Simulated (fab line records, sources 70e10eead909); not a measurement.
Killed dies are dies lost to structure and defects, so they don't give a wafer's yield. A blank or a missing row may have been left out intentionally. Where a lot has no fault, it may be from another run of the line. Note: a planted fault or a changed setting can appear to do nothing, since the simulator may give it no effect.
Problem report in the 8D (eight disciplines) form, filled by code + flow nandHarc + the parts of the form that need people (team, actions taken, sign-off) are left out

== 1. WHAT IS WRONG ==
At NHARC_P_GATE_CD_MEAS_26, cdNm averages 129.3 nm over 6 wafers from 2 lots, while fault-free wafers read 120.3 nm, standard deviation 0.7. Measured from the usual mean, that is +13 standard deviations.
The step: target cd 120 nm.
First observed at day 10 00:44: wafer L841.2, on cdSem-03. The record holds 36 wafers of 12 lots with a number at this step. Rule for "out", or "out of limits": more than 4 standard deviations from the usual mean. The rest of the wafers with a number are treated as sound.

== 2. WHAT IT IS, WHAT IT ISN'T ==
| question                    | is                     | is not                                                                                 |
|-----------------------------|------------------------|----------------------------------------------------------------------------------------|
| which readings at this step | cdNm                   | -                                                                                      |
| which lots                  | L841, L842             | L829, L831, L833, L834, L837, L838, L843, L845, L846, L850                             |
| which wafers of those lots  | all that have a number | -                                                                                      |
| read on which gauges        | cdSem-01, cdSem-03     | cdSem-02                                                                               |
| when                        | from day 10 00:44      | up to then (18 sound wafers); but 12 sound wafers of L843, L845, L846, L850 came after |

== 3. SUSPECTS, AND WHAT RULES EACH OUT ==
Counting: a tool at any process step up to the reading remains a suspect when it ran all the lots that are out and ran no sound lot after the first of those.
- ruled out: the gauge at NHARC_P_GATE_CD_MEAS_26. The wafers that are out were read on 2 gauges (cdSem-01, cdSem-03).
- lithoTrack-01 at NHARC_P_GATE_PEB_24 (peb time 65 s): kept. All lots that are out passed through it, beginning with L841 at day 10 00:40, and no sound lot followed; its final sound lot before that point was L837 at day 8 15:16. Its own readings are out on those wafers: heaterPowerTotalW, plateTempC.
The count leaves lithoTrack-01 at NHARC_P_GATE_PEB_24.

== 4. THE CAUSE (what the simulator had put in) ==
Process parameter drift: lithoTrack-01, from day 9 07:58 on, at NHARC_P_GATE_PEB_24. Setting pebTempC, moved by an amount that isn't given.
The count eliminated every tool but this one.

== 5. THE EFFECT CHAIN, in route order ==
Each row: a reading where the mean over the struck wafers with a number is more than 3 standard deviations away from the usual. Only readings whose record carries a usual standard deviation are examined. hours: median over the lots of the time between each lot's start at the first step of this table that gives one and its start at this step. sigmas: the change, counted in usual standard deviations.
| hours | step                    | reading           | usual    | on struck wafers | change | sigmas |
|-------|-------------------------|-------------------|----------|------------------|--------|--------|
| 0     | NHARC_P_GATE_PEB_24     | heaterPowerTotalW | 156.6 W  | 151.6            | -5.0   | -12    |
| 0     | NHARC_P_GATE_PEB_24     | plateTempC        | 100.00 C | 97.66            | -2.34  | -20    |
| 0     | NHARC_P_GATE_CD_MEAS_26 | cdNm              | 120.3 nm | 129.3            | +9.0   | +13    |
The process steps in it:
- NHARC_P_GATE_PEB_24: peb time 65 s.
At these later measuring or inspecting steps, every struck wafer for which the step has a row has a number for every such reading, and none has moved that far: NHARC_END_SORT_01.

== 6. WHAT WOULD HAVE CAUGHT IT SOONER ==
In this record the first reading out of limits at a measuring or inspecting step was taken at day 10 00:44, 17 hours after the fault began at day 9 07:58.
The tool's own readings at NHARC_P_GATE_PEB_24 were out on every struck wafer that the step has a row for (heaterPowerTotalW, plateTempC): an alarm limit on them would have fired on the first of those.
Of the lots that are out (2), L842 began NHARC_P_GATE_PEB_24 on lithoTrack-01 after day 10 00:44. Putting the tool on hold at that point would have spared it.
